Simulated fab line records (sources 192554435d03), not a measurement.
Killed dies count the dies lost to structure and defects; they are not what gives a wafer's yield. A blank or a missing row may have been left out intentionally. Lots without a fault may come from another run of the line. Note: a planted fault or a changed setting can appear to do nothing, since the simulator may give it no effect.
Chamber matching -- flow n5 finfet -- N5_BEOL_M3_DEP_57 on pecvd-01 has 3 sister chambers
The step deposits SiCN from 3MS/NH3, target thk 8 nm, time 14 s. 14 wafers are shown with their chamber, then 7 later ones without.

## WAFERS, EACH WITH ITS CHAMBER
wafer,chamber,throttle valve pct (%),showerhead plenum p Torr (Torr)
L075.1,0,8.3,3.678
L075.2,1,9.2,3.673
L075.6,0,8.4,3.677
L076.3,0,8.5,3.671
L076.4,1,9.1,3.673
L076.5,0,8.2,3.673
L078.1,1,9.1,3.677
L078.3,2,8.8,3.668
L078.6,2,8.9,3.671
L081.1,1,8.9,3.678
L081.3,2,8.8,3.670
L081.5,1,9.3,3.675
L082.1,1,9.2,3.671
L082.2,2,8.7,3.648

SIGNATURES (means of the wafers above)
reading,chamber 0,chamber 1,chamber 2,scatter within a chamber
throttle valve pct,8.350,9.133,8.800,0.122
showerhead plenum p Torr,3.67475,3.67450,3.66425,0.00622
Rule: distance of a wafer from a chamber = root of the sum over the readings of ((wafer's reading minus chamber's mean) / reading's scatter) squared. If the next closest chamber is less than 2 further off than the closest, the wafer can't be placed; otherwise it belongs to the closest. The scatter: the root of (the sum of the squares of (reading less its chamber's mean) over the shown wafers, divided by (wafers less chambers)).

## WAFERS WITHOUT THEIR CHAMBER
wafer,throttle valve pct (%),showerhead plenum p Torr (Torr)
L082.3,8.2,3.676
L083.2,9.1,3.669
L083.3,8.9,3.668
L083.5,9.1,3.666
L090.2,8.1,3.677
L090.4,9.0,3.683
L090.6,9.6,3.673

## CHAMBER TAKEN BY EACH
wafer,from the rows above,in truth
L082.3,0,0
L083.2,can't be placed: 1 or 2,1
L083.3,can't be placed: 2 or 1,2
L083.5,can't be placed: 1 or 2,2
L090.2,0,0
L090.4,can't be placed: 1 or 2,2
L090.6,1,1
Correctly placed: 3 of 7. Unplaceable from these rows: 4, with the true chamber sitting among the candidates in 4. Placed wrongly: 0.
